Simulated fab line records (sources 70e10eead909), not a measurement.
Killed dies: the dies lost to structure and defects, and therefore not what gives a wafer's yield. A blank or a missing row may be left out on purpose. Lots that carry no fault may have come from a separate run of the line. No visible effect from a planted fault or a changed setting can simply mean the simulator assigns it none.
Which tool was responsible? :: flow nand-harc :: 24 lots with 72 wafers sampled at 6 steps, on a route of 1302 steps

## WHAT THE GAUGES SHOWED, per wafer
NHARC_P_M2_THK_MEAS_24: measures by xrf.
lot: L074
measured: day 6 17:22
on: film-metro-01
thk-nm (nm): 143.0 142.1 146.3

lot: L076
measured: day 7 09:53
on: film-metro-02
thk-nm (nm): 143.7 143.6 142.2

lot: L075
measured: day 7 10:20
on: film-metro-01
thk-nm (nm): 146.1 143.9 147.9

lot: L077
measured: day 7 21:56
on: film-metro-01
thk-nm (nm): 145.1 142.8 144.3

lot: L078
measured: day 8 02:56
on: film-metro-02
thk-nm (nm): 145.6 142.9 142.3

lot: L079
measured: day 8 09:13
on: film-metro-01
thk-nm (nm): 145.1 144.4 144.7

lot: L080
measured: day 8 22:50
on: film-metro-02
thk-nm (nm): 145.5 143.9 145.5

lot: L081
measured: day 9 15:44
on: film-metro-02
thk-nm (nm): 145.2 145.7 143.8

lot: L082
measured: day 9 22:13
on: film-metro-01
thk-nm (nm): 146.5 144.8 142.0

lot: L083
measured: day 10 10:53
on: film-metro-02
thk-nm (nm): 143.3 142.7 141.5

lot: L084
measured: day 10 20:09
on: film-metro-02
thk-nm (nm): 143.8 144.0 144.3

lot: L085
measured: day 10 23:50
on: film-metro-01
thk-nm (nm): 142.9 144.0 144.0

lot: L086
measured: day 11 17:47
on: film-metro-02
thk-nm (nm): 144.7 143.4 144.3

lot: L087
measured: day 11 18:20
on: film-metro-02
thk-nm (nm): 143.6 147.9 141.7

lot: L088
measured: day 12 11:36
on: film-metro-02
thk-nm (nm): 143.1 141.6 144.7

lot: L089
measured: day 12 12:20
on: film-metro-02
thk-nm (nm): 142.9 145.1 143.3

lot: L090
measured: day 13 01:41
on: film-metro-02
thk-nm (nm): 144.7 144.9 146.2

lot: L091
measured: day 13 13:52
on: film-metro-01
thk-nm (nm): 142.9 141.4 143.9

lot: L092
measured: day 14 03:09
on: film-metro-01
thk-nm (nm): 144.1 146.3 144.0

lot: L093
measured: day 14 06:56
on: film-metro-01
thk-nm (nm): 144.7 147.5 144.3

lot: L094
measured: day 14 18:35
on: film-metro-01
thk-nm (nm): 143.6 144.7 143.4

lot: L095
measured: day 15 06:22
on: film-metro-02
thk-nm (nm): 144.7 145.8 142.0

lot: L096
measured: day 16 03:18
on: film-metro-01
thk-nm (nm): 145.8 142.9 145.5

lot: L097
measured: day 16 05:06
on: film-metro-02
thk-nm (nm): 142.7 141.0 143.7

NHARC_A_ZERO_WELL_CD_MEAS_10: the cd target is 2000 nm.
lot: L074
measured: day 6 23:34
on: cd-sem-01
cd-nm (nm): 2002.7 1999.6 1999.7

lot: L076
measured: day 7 16:14
on: cd-sem-03
cd-nm (nm): 2000.9 1999.1 2000.1

lot: L075
measured: day 7 16:24
on: cd-sem-01
cd-nm (nm): 2000.9 2001.7 2002.3

lot: L077
measured: day 8 03:52
on: cd-sem-01
cd-nm (nm): 1996.1 1996.7 1998.3

lot: L078
measured: day 8 08:56
on: cd-sem-01
cd-nm (nm): 2002.0 2001.5 2002.8

lot: L079
measured: day 8 15:14
on: cd-sem-01
cd-nm (nm): 1999.7 1999.1 1997.6

lot: L080
measured: day 9 04:52
on: cd-sem-03
cd-nm (nm): 2002.3 2001.4 1998.7

lot: L081
measured: day 9 21:29
on: cd-sem-03
cd-nm (nm): 1996.9 1997.7 1999.1

lot: L082
measured: day 10 04:14
on: cd-sem-01
cd-nm (nm): 2001.6 2001.5 2001.4

lot: L083
measured: day 10 16:53
on: cd-sem-02
cd-nm (nm): 2000.8 1999.0 2000.0

lot: L084
measured: day 11 02:20
on: cd-sem-01
cd-nm (nm): 1996.1 1999.3 1996.5

lot: L085
measured: day 11 06:04
on: cd-sem-03
cd-nm (nm): 2000.8 1997.2 2001.1

lot: L086
measured: day 11 23:49
on: cd-sem-02
cd-nm (nm): 2000.3 2001.7 1999.4

lot: L087
measured: day 12 00:15
on: cd-sem-02
cd-nm (nm): 2000.5 2001.7 2001.7

lot: L088
measured: day 12 17:42
on: cd-sem-02
cd-nm (nm): 1999.8 2000.3 1998.1

lot: L089
measured: day 12 18:19
on: cd-sem-03
cd-nm (nm): 2001.2 2002.6 1998.9

lot: L090
measured: day 13 07:49
on: cd-sem-03
cd-nm (nm): 1999.5 2001.7 1999.9

lot: L091
measured: day 13 19:39
on: cd-sem-02
cd-nm (nm): 2003.0 1998.9 2001.6

lot: L092
measured: day 14 09:40
on: cd-sem-01
cd-nm (nm): 1998.3 2000.1 1999.7

lot: L093
measured: day 14 12:59
on: cd-sem-01
cd-nm (nm): 1999.8 1997.8 1997.2

lot: L094
measured: day 15 00:22
on: cd-sem-01
cd-nm (nm): 2001.9 1997.6 2001.5

lot: L095
measured: day 15 12:28
on: cd-sem-01
cd-nm (nm): 1997.7 2000.4 1997.8

lot: L096
measured: day 16 09:26
on: cd-sem-02
cd-nm (nm): 1998.8 1995.7 1998.7

lot: L097
measured: day 16 11:26
on: cd-sem-01
cd-nm (nm): 2001.3 1998.9 1997.8

## TOOL THAT RAN EACH LOT (tool first, then ch and the chambers of the sampled wafers, then the start)
lot: L074
NHARC_P_M2_ETCH_35: rie-diel-07 ch 0,1,2, day 6 15:04
NHARC_P_M2_PVD_21: pvd-sputter-01, day 6 17:22 or earlier
NHARC_P_BONDPAD_PRE_CLEAN_26: pvd-sputter-02, day 6 23:34 or earlier
NHARC_P_BONDPAD_PVD_27: pvd-sputter-02, day 6 23:34 or earlier

lot: L076
NHARC_P_M2_ETCH_35: rie-diel-08 ch 0,2,3, day 7 07:35
NHARC_P_M2_PVD_21: pvd-sputter-03, day 7 09:53 or earlier
NHARC_P_BONDPAD_PRE_CLEAN_26: pvd-sputter-01, day 7 16:14 or earlier
NHARC_P_BONDPAD_PVD_27: pvd-sputter-01, day 7 16:14 or earlier

lot: L075
NHARC_P_M2_ETCH_35: rie-diel-08 ch 0,1,3, day 7 08:02
NHARC_P_M2_PVD_21: pvd-sputter-02, day 7 10:20 or earlier
NHARC_P_BONDPAD_PRE_CLEAN_26: pvd-sputter-02, day 7 16:24 or earlier
NHARC_P_BONDPAD_PVD_27: pvd-sputter-02, day 7 16:24 or earlier

lot: L077
NHARC_P_M2_ETCH_35: rie-diel-07 ch 0,1,3, day 7 19:37
NHARC_P_M2_PVD_21: pvd-sputter-02, day 7 21:56 or earlier
NHARC_P_BONDPAD_PRE_CLEAN_26: pvd-sputter-02, day 8 03:52 or earlier
NHARC_P_BONDPAD_PVD_27: pvd-sputter-02, day 8 03:52 or earlier

lot: L078
NHARC_P_M2_ETCH_35: rie-diel-08 ch 0,1,3, day 8 00:32
NHARC_P_M2_PVD_21: pvd-sputter-02, day 8 02:56 or earlier
NHARC_P_BONDPAD_PRE_CLEAN_26: pvd-sputter-02, day 8 08:56 or earlier
NHARC_P_BONDPAD_PVD_27: pvd-sputter-02, day 8 08:56 or earlier

lot: L079
NHARC_P_M2_ETCH_35: rie-diel-05 ch 2,3, day 8 06:52
NHARC_P_M2_PVD_21: pvd-sputter-01, day 8 09:13 or earlier
NHARC_P_BONDPAD_PRE_CLEAN_26: pvd-sputter-01, day 8 15:14 or earlier
NHARC_P_BONDPAD_PVD_27: pvd-sputter-01, day 8 15:14 or earlier

lot: L080
NHARC_P_M2_ETCH_35: rie-diel-07 ch 0,1,3, day 8 20:27
NHARC_P_M2_PVD_21: pvd-sputter-02, day 8 22:50 or earlier
NHARC_P_BONDPAD_PRE_CLEAN_26: pvd-sputter-01, day 9 04:52 or earlier
NHARC_P_BONDPAD_PVD_27: pvd-sputter-01, day 9 04:52 or earlier

lot: L081
NHARC_P_M2_ETCH_35: rie-diel-08 ch 0,2, day 9 13:22
NHARC_P_M2_PVD_21: pvd-sputter-03, day 9 15:44 or earlier
NHARC_P_BONDPAD_PRE_CLEAN_26: pvd-sputter-01, day 9 21:29 or earlier
NHARC_P_BONDPAD_PVD_27: pvd-sputter-01, day 9 21:29 or earlier

lot: L082
NHARC_P_M2_ETCH_35: rie-diel-05 ch 0,1,3, day 9 19:53
NHARC_P_M2_PVD_21: pvd-sputter-03, day 9 22:13 or earlier
NHARC_P_BONDPAD_PRE_CLEAN_26: pvd-sputter-02, day 10 04:14 or earlier
NHARC_P_BONDPAD_PVD_27: pvd-sputter-02, day 10 04:14 or earlier

lot: L083
NHARC_P_M2_ETCH_35: rie-diel-08 ch 0,1,2, day 10 08:34
NHARC_P_M2_PVD_21: pvd-sputter-03, day 10 10:53 or earlier
NHARC_P_BONDPAD_PRE_CLEAN_26: pvd-sputter-03, day 10 16:53 or earlier
NHARC_P_BONDPAD_PVD_27: pvd-sputter-03, day 10 16:53 or earlier

lot: L084
NHARC_P_M2_ETCH_35: rie-diel-07 ch 1,2,3, day 10 17:47
NHARC_P_M2_PVD_21: pvd-sputter-03, day 10 20:09 or earlier
NHARC_P_BONDPAD_PRE_CLEAN_26: pvd-sputter-03, day 11 02:20 or earlier
NHARC_P_BONDPAD_PVD_27: pvd-sputter-03, day 11 02:20 or earlier

lot: L085
NHARC_P_M2_ETCH_35: rie-diel-07 ch 0,1,3, day 10 21:32
NHARC_P_M2_PVD_21: pvd-sputter-01, day 10 23:50 or earlier
NHARC_P_BONDPAD_PRE_CLEAN_26: pvd-sputter-03, day 11 06:04 or earlier
NHARC_P_BONDPAD_PVD_27: pvd-sputter-03, day 11 06:04 or earlier

lot: L086
NHARC_P_M2_ETCH_35: rie-diel-08 ch 0,1,3, day 11 15:19
NHARC_P_M2_PVD_21: pvd-sputter-01, day 11 17:47 or earlier
NHARC_P_BONDPAD_PRE_CLEAN_26: pvd-sputter-01, day 11 23:49 or earlier
NHARC_P_BONDPAD_PVD_27: pvd-sputter-01, day 11 23:49 or earlier

lot: L087
NHARC_P_M2_ETCH_35: rie-diel-07 ch 1,2, day 11 16:00
NHARC_P_M2_PVD_21: pvd-sputter-02, day 11 18:20 or earlier
NHARC_P_BONDPAD_PRE_CLEAN_26: pvd-sputter-02, day 12 00:15 or earlier
NHARC_P_BONDPAD_PVD_27: pvd-sputter-02, day 12 00:15 or earlier

lot: L088
NHARC_P_M2_ETCH_35: rie-diel-05 ch 0,2, day 12 09:12
NHARC_P_M2_PVD_21: pvd-sputter-01, day 12 11:36 or earlier
NHARC_P_BONDPAD_PRE_CLEAN_26: pvd-sputter-03, day 12 17:42 or earlier
NHARC_P_BONDPAD_PVD_27: pvd-sputter-03, day 12 17:42 or earlier

lot: L089
NHARC_P_M2_ETCH_35: rie-diel-05 ch 0,2,3, day 12 10:00
NHARC_P_M2_PVD_21: pvd-sputter-03, day 12 12:20 or earlier
NHARC_P_BONDPAD_PRE_CLEAN_26: pvd-sputter-02, day 12 18:19 or earlier
NHARC_P_BONDPAD_PVD_27: pvd-sputter-02, day 12 18:19 or earlier

lot: L090
NHARC_P_M2_ETCH_35: rie-diel-07 ch 0,1,3, day 12 23:22
NHARC_P_M2_PVD_21: pvd-sputter-03, day 13 01:41 or earlier
NHARC_P_BONDPAD_PRE_CLEAN_26: pvd-sputter-01, day 13 07:49 or earlier
NHARC_P_BONDPAD_PVD_27: pvd-sputter-01, day 13 07:49 or earlier

lot: L091
NHARC_P_M2_ETCH_35: rie-diel-08 ch 0,1,3, day 13 11:17
NHARC_P_M2_PVD_21: pvd-sputter-01, day 13 13:52 or earlier
NHARC_P_BONDPAD_PRE_CLEAN_26: pvd-sputter-01, day 13 19:39 or earlier
NHARC_P_BONDPAD_PVD_27: pvd-sputter-01, day 13 19:39 or earlier

lot: L092
NHARC_P_M2_ETCH_35: rie-diel-07 ch 1,2,3, day 14 00:46
NHARC_P_M2_PVD_21: pvd-sputter-02, day 14 03:09 or earlier
NHARC_P_BONDPAD_PRE_CLEAN_26: pvd-sputter-01, day 14 09:40 or earlier
NHARC_P_BONDPAD_PVD_27: pvd-sputter-01, day 14 09:40 or earlier

lot: L093
NHARC_P_M2_ETCH_35: rie-diel-07 ch 1,2,3, day 14 04:33
NHARC_P_M2_PVD_21: pvd-sputter-01, day 14 06:56 or earlier
NHARC_P_BONDPAD_PRE_CLEAN_26: pvd-sputter-02, day 14 12:59 or earlier
NHARC_P_BONDPAD_PVD_27: pvd-sputter-02, day 14 12:59 or earlier

lot: L094
NHARC_P_M2_ETCH_35: rie-diel-05 ch 0,1,3, day 14 16:16
NHARC_P_M2_PVD_21: pvd-sputter-02, day 14 18:35 or earlier
NHARC_P_BONDPAD_PRE_CLEAN_26: pvd-sputter-03, day 15 00:22 or earlier
NHARC_P_BONDPAD_PVD_27: pvd-sputter-03, day 15 00:22 or earlier

lot: L095
NHARC_P_M2_ETCH_35: rie-diel-07 ch 0,1,2, day 15 04:03
NHARC_P_M2_PVD_21: pvd-sputter-03, day 15 06:22 or earlier
NHARC_P_BONDPAD_PRE_CLEAN_26: pvd-sputter-03, day 15 12:28 or earlier
NHARC_P_BONDPAD_PVD_27: pvd-sputter-03, day 15 12:28 or earlier

lot: L096
NHARC_P_M2_ETCH_35: rie-diel-07 ch 1,3, day 16 00:59
NHARC_P_M2_PVD_21: pvd-sputter-02, day 16 03:18 or earlier
NHARC_P_BONDPAD_PRE_CLEAN_26: pvd-sputter-01, day 16 09:26 or earlier
NHARC_P_BONDPAD_PVD_27: pvd-sputter-01, day 16 09:26 or earlier

lot: L097
NHARC_P_M2_ETCH_35: rie-diel-05 ch 2,3, day 16 02:46
NHARC_P_M2_PVD_21: pvd-sputter-02, day 16 05:06 or earlier
NHARC_P_BONDPAD_PRE_CLEAN_26: pvd-sputter-03, day 16 11:26 or earlier
NHARC_P_BONDPAD_PVD_27: pvd-sputter-03, day 16 11:26 or earlier
- NHARC_P_M2_ETCH_35: etches the open film in N2/H2, target depth 40 nm, overetch 12 nm, time 43.94 s.
- NHARC_P_M2_PVD_21: deposits Cu, target thk 30 nm, time 20.49 s.
- NHARC_P_BONDPAD_PRE_CLEAN_26: time 30 s.
- NHARC_P_BONDPAD_PVD_27: deposits Cu, target thk 30 nm, time 20.49 s.

## AS READ BY THE TOOLS THEMSELVES (means over the sampled wafers that have a number; for cases with no such wafer, the mark the record gives instead)
NHARC_P_M2_ETCH_35.
lot: L074
tool: rie-diel-07
bias-w (W): 149.7
chamber-pressure-mTorr (mTorr): 30.037
drypump-motor-current-A (A): 6.0
oes-product-au (a.u.): 0.997
rf-vpp-V (V): 428.7
showerhead-plenum-p-Torr (Torr): 1.97
throttle-valve-pct (%): 14.171

lot: L076
tool: rie-diel-08
bias-w (W): 150.3
chamber-pressure-mTorr (mTorr): 29.981
drypump-motor-current-A (A): 5.7
oes-product-au (a.u.): 1.000
rf-vpp-V (V): 427.2
showerhead-plenum-p-Torr (Torr): 1.90
throttle-valve-pct (%): 14.173

lot: L075
tool: rie-diel-08
bias-w (W): 149.5
chamber-pressure-mTorr (mTorr): 30.004
drypump-motor-current-A (A): 5.8
oes-product-au (a.u.): 1.001
rf-vpp-V (V): 426.3
showerhead-plenum-p-Torr (Torr): 1.91
throttle-valve-pct (%): 14.168

lot: L077
tool: rie-diel-07
bias-w (W): 150.3
chamber-pressure-mTorr (mTorr): 30.013
drypump-motor-current-A (A): 5.9
oes-product-au (a.u.): 1.002
rf-vpp-V (V): 431.5
showerhead-plenum-p-Torr (Torr): 2.05
throttle-valve-pct (%): 14.170

lot: L078
tool: rie-diel-08
bias-w (W): 150.3
chamber-pressure-mTorr (mTorr): 30.003
drypump-motor-current-A (A): 5.8
oes-product-au (a.u.): 1.000
rf-vpp-V (V): 427.4
showerhead-plenum-p-Torr (Torr): 1.91
throttle-valve-pct (%): 14.172

lot: L079
tool: rie-diel-05
bias-w (W): 150.1
chamber-pressure-mTorr (mTorr): 30.021
drypump-motor-current-A (A): 5.1
oes-product-au (a.u.): 1.004
rf-vpp-V (V): 427.8
showerhead-plenum-p-Torr (Torr): 1.93
throttle-valve-pct (%): 14.174

lot: L080
tool: rie-diel-07
bias-w (W): 150.1
chamber-pressure-mTorr (mTorr): 30.009
drypump-motor-current-A (A): 5.9
oes-product-au (a.u.): 1.005
rf-vpp-V (V): 431.4
showerhead-plenum-p-Torr (Torr): 2.05
throttle-valve-pct (%): 14.171

lot: L081
tool: rie-diel-08
bias-w (W): 150.0
chamber-pressure-mTorr (mTorr): 29.977
drypump-motor-current-A (A): 5.9
oes-product-au (a.u.): 1.013
rf-vpp-V (V): 425.8
showerhead-plenum-p-Torr (Torr): 1.90
throttle-valve-pct (%): 14.174

lot: L082
tool: rie-diel-05
bias-w (W): 150.4
chamber-pressure-mTorr (mTorr): 30.016
drypump-motor-current-A (A): 5.6
oes-product-au (a.u.): 1.006
rf-vpp-V (V): 426.8
showerhead-plenum-p-Torr (Torr): 1.94
throttle-valve-pct (%): 14.175

lot: L083
tool: rie-diel-08
bias-w (W): 150.0
chamber-pressure-mTorr (mTorr): 30.004
drypump-motor-current-A (A): 6.0
oes-product-au (a.u.): 1.001
rf-vpp-V (V): 427.5
showerhead-plenum-p-Torr (Torr): 1.91
throttle-valve-pct (%): 14.170

lot: L084
tool: rie-diel-07
bias-w (W): 150.2
chamber-pressure-mTorr (mTorr): 30.003
drypump-motor-current-A (A): 5.8
oes-product-au (a.u.): 0.990
rf-vpp-V (V): 430.8
showerhead-plenum-p-Torr (Torr): 2.03
throttle-valve-pct (%): 14.179

lot: L085
tool: rie-diel-07
bias-w (W): 149.9
chamber-pressure-mTorr (mTorr): 29.989
drypump-motor-current-A (A): 5.9
oes-product-au (a.u.): 0.996
rf-vpp-V (V): 431.5
showerhead-plenum-p-Torr (Torr): 2.05
throttle-valve-pct (%): 14.171

lot: L086
tool: rie-diel-08
bias-w (W): 149.7
chamber-pressure-mTorr (mTorr): 29.997
drypump-motor-current-A (A): 5.8
oes-product-au (a.u.): 1.010
rf-vpp-V (V): 426.8
showerhead-plenum-p-Torr (Torr): 1.91
throttle-valve-pct (%): 14.171

lot: L087
tool: rie-diel-07
bias-w (W): 150.1
chamber-pressure-mTorr (mTorr): 29.988
drypump-motor-current-A (A): 5.9
oes-product-au (a.u.): 0.998
rf-vpp-V (V): 428.3
showerhead-plenum-p-Torr (Torr): 1.95
throttle-valve-pct (%): 14.182

lot: L088
tool: rie-diel-05
bias-w (W): 149.8
chamber-pressure-mTorr (mTorr): 29.993
drypump-motor-current-A (A): 5.3
oes-product-au (a.u.): 1.000
rf-vpp-V (V): 427.7
showerhead-plenum-p-Torr (Torr): 1.90
throttle-valve-pct (%): 14.179

lot: L089
tool: rie-diel-05
bias-w (W): 149.3
chamber-pressure-mTorr (mTorr): 30.005
drypump-motor-current-A (A): 5.1
oes-product-au (a.u.): 1.004
rf-vpp-V (V): 427.9
showerhead-plenum-p-Torr (Torr): 1.92
throttle-valve-pct (%): 14.172

lot: L090
tool: rie-diel-07
bias-w (W): 150.1
chamber-pressure-mTorr (mTorr): 30.000
drypump-motor-current-A (A): 5.9
oes-product-au (a.u.): 0.982
rf-vpp-V (V): 430.9
showerhead-plenum-p-Torr (Torr): 2.05
throttle-valve-pct (%): 14.174

lot: L091
tool: rie-diel-08
bias-w (W): 150.2
chamber-pressure-mTorr (mTorr): 29.991
drypump-motor-current-A (A): 5.8
oes-product-au (a.u.): 0.998
rf-vpp-V (V): 426.4
showerhead-plenum-p-Torr (Torr): 1.91
throttle-valve-pct (%): 14.169

lot: L092
tool: rie-diel-07
bias-w (W): 149.9
chamber-pressure-mTorr (mTorr): 30.003
drypump-motor-current-A (A): 5.8
oes-product-au (a.u.): 0.997
rf-vpp-V (V): 430.5
showerhead-plenum-p-Torr (Torr): 2.03
throttle-valve-pct (%): 14.169

lot: L093
tool: rie-diel-07
bias-w (W): 150.0
chamber-pressure-mTorr (mTorr): 30.036
drypump-motor-current-A (A): 5.8
oes-product-au (a.u.): 0.997
rf-vpp-V (V): 430.7
showerhead-plenum-p-Torr (Torr): 2.03
throttle-valve-pct (%): 14.175

lot: L094
tool: rie-diel-05
bias-w (W): 149.8
chamber-pressure-mTorr (mTorr): 30.006
drypump-motor-current-A (A): 5.5
oes-product-au (a.u.): 1.003
rf-vpp-V (V): 428.6
showerhead-plenum-p-Torr (Torr): 1.94
throttle-valve-pct (%): 14.171

lot: L095
tool: rie-diel-07
bias-w (W): 150.1
chamber-pressure-mTorr (mTorr): 30.002
drypump-motor-current-A (A): 6.0
oes-product-au (a.u.): 0.987
rf-vpp-V (V): 428.2
showerhead-plenum-p-Torr (Torr): 1.97
throttle-valve-pct (%): 14.173

lot: L096
tool: rie-diel-07
bias-w (W): 149.8
chamber-pressure-mTorr (mTorr): 29.998
drypump-motor-current-A (A): 6.1
oes-product-au (a.u.): 0.992
rf-vpp-V (V): 430.7
showerhead-plenum-p-Torr (Torr): 2.04
throttle-valve-pct (%): 14.162

lot: L097
tool: rie-diel-05
bias-w (W): 149.7
chamber-pressure-mTorr (mTorr): 29.991
drypump-motor-current-A (A): 5.0
oes-product-au (a.u.): 1.010
rf-vpp-V (V): 428.4
showerhead-plenum-p-Torr (Torr): 1.94
throttle-valve-pct (%): 14.170

NHARC_P_M2_PVD_21.
lot: L074
tool: pvd-sputter-01
throttle-valve-pct (%): 30.7

lot: L076
tool: pvd-sputter-03
throttle-valve-pct (%): 31.4

lot: L075
tool: pvd-sputter-02
throttle-valve-pct (%): 29.8

lot: L077
tool: pvd-sputter-02
throttle-valve-pct (%): 29.8

lot: L078
tool: pvd-sputter-02
throttle-valve-pct (%): 29.8

lot: L079
tool: pvd-sputter-01
throttle-valve-pct (%): 29.8

lot: L080
tool: pvd-sputter-02
throttle-valve-pct (%): 30.1

lot: L081
tool: pvd-sputter-03
throttle-valve-pct (%): 31.1

lot: L082
tool: pvd-sputter-03
throttle-valve-pct (%): 29.1

lot: L083
tool: pvd-sputter-03
throttle-valve-pct (%): 29.6

lot: L084
tool: pvd-sputter-03
throttle-valve-pct (%): 30.3

lot: L085
tool: pvd-sputter-01
throttle-valve-pct (%): 30.5

lot: L086
tool: pvd-sputter-01
throttle-valve-pct (%): 29.6

lot: L087
tool: pvd-sputter-02
throttle-valve-pct (%): 30.9

lot: L088
tool: pvd-sputter-01
throttle-valve-pct (%): 30.0

lot: L089
tool: pvd-sputter-03
throttle-valve-pct (%): 31.9

lot: L090
tool: pvd-sputter-03
throttle-valve-pct (%): 31.8

lot: L091
tool: pvd-sputter-01
throttle-valve-pct (%): 29.7

lot: L092
tool: pvd-sputter-02
throttle-valve-pct (%): 30.2

lot: L093
tool: pvd-sputter-01
throttle-valve-pct (%): 29.6

lot: L094
tool: pvd-sputter-02
throttle-valve-pct (%): 29.9

lot: L095
tool: pvd-sputter-03
throttle-valve-pct (%): 31.2

lot: L096
tool: pvd-sputter-02
throttle-valve-pct (%): 29.9

lot: L097
tool: pvd-sputter-02
throttle-valve-pct (%): 30.5

NHARC_P_BONDPAD_PRE_CLEAN_26.
lot: L074
tool: pvd-sputter-02
heater-power-w (W): 393

lot: L076
tool: pvd-sputter-01
heater-power-w (W): 384

lot: L075
tool: pvd-sputter-02
heater-power-w (W): 371

lot: L077
tool: pvd-sputter-02
heater-power-w (W): 411

lot: L078
tool: pvd-sputter-02
heater-power-w (W): 370

lot: L079
tool: pvd-sputter-01
heater-power-w (W): 386

lot: L080
tool: pvd-sputter-01
heater-power-w (W): 397

lot: L081
tool: pvd-sputter-01
heater-power-w (W): 402

lot: L082
tool: pvd-sputter-02
heater-power-w (W): 357

lot: L083
tool: pvd-sputter-03
heater-power-w (W): 425

lot: L084
tool: pvd-sputter-03
heater-power-w (W): 406

lot: L085
tool: pvd-sputter-03
heater-power-w (W): 410

lot: L086
tool: pvd-sputter-01
heater-power-w (W): 393

lot: L087
tool: pvd-sputter-02
heater-power-w (W): 363

lot: L088
tool: pvd-sputter-03
heater-power-w (W): 422

lot: L089
tool: pvd-sputter-02
heater-power-w (W): 405

lot: L090
tool: pvd-sputter-01
heater-power-w (W): 390

lot: L091
tool: pvd-sputter-01
heater-power-w (W): 375

lot: L092
tool: pvd-sputter-01
heater-power-w (W): 389

lot: L093
tool: pvd-sputter-02
heater-power-w (W): 405

lot: L094
tool: pvd-sputter-03
heater-power-w (W): 397

lot: L095
tool: pvd-sputter-03
heater-power-w (W): 426

lot: L096
tool: pvd-sputter-01
heater-power-w (W): 380

lot: L097
tool: pvd-sputter-03
heater-power-w (W): 412

NHARC_P_BONDPAD_PVD_27.
lot: L074
tool: pvd-sputter-02
throttle-valve-pct (%): 29.4

lot: L076
tool: pvd-sputter-01
throttle-valve-pct (%): 29.9

lot: L075
tool: pvd-sputter-02
throttle-valve-pct (%): 29.8

lot: L077
tool: pvd-sputter-02
throttle-valve-pct (%): 29.9

lot: L078
tool: pvd-sputter-02
throttle-valve-pct (%): 30.7

lot: L079
tool: pvd-sputter-01
throttle-valve-pct (%): 30.5

lot: L080
tool: pvd-sputter-01
throttle-valve-pct (%): 30.0

lot: L081
tool: pvd-sputter-01
throttle-valve-pct (%): 31.2

lot: L082
tool: pvd-sputter-02
throttle-valve-pct (%): 29.1

lot: L083
tool: pvd-sputter-03
throttle-valve-pct (%): 29.8

lot: L084
tool: pvd-sputter-03
throttle-valve-pct (%): 31.8

lot: L085
tool: pvd-sputter-03
throttle-valve-pct (%): 32.3

lot: L086
tool: pvd-sputter-01
throttle-valve-pct (%): 30.4

lot: L087
tool: pvd-sputter-02
throttle-valve-pct (%): 30.0

lot: L088
tool: pvd-sputter-03
throttle-valve-pct (%): 31.3

lot: L089
tool: pvd-sputter-02
throttle-valve-pct (%): 30.4

lot: L090
tool: pvd-sputter-01
throttle-valve-pct (%): 30.3

lot: L091
tool: pvd-sputter-01
throttle-valve-pct (%): 30.1

lot: L092
tool: pvd-sputter-01
throttle-valve-pct (%): 29.4

lot: L093
tool: pvd-sputter-02
throttle-valve-pct (%): 30.4

lot: L094
tool: pvd-sputter-03
throttle-valve-pct (%): 30.0

lot: L095
tool: pvd-sputter-03
throttle-valve-pct (%): 29.6

lot: L096
tool: pvd-sputter-01
throttle-valve-pct (%): 30.0

lot: L097
tool: pvd-sputter-03
throttle-valve-pct (%): 30.4

## THE ANSWER, worked out from the rows above alone
Rule: the usual values come from the lots themselves. The widest of any qualifying gaps counts: lots, ordered by their means at a reading, are off when they make up no more than a third of the lots, leave a main group of 4 or more, and stand apart from it by 3 or more times the standard deviation of that group's means. The tables above print the reading to a certain number of digits; a main group whose means all agree to those digits is not used. Also off: a lot with no number at a reading for which 4 or more lots have one. The other lots that the step has rows for count as sound. First the gauges in route order, then the tools' own readings, where a lot's mean is used as printed above. The first step at which some lot is off is used, and at that step the reading that is off furthest; a lot without a number counts as furthest.
None of the lots is off at any reading shown; this tells nothing.

## WHAT THE SIMULATOR HAD PUT IN
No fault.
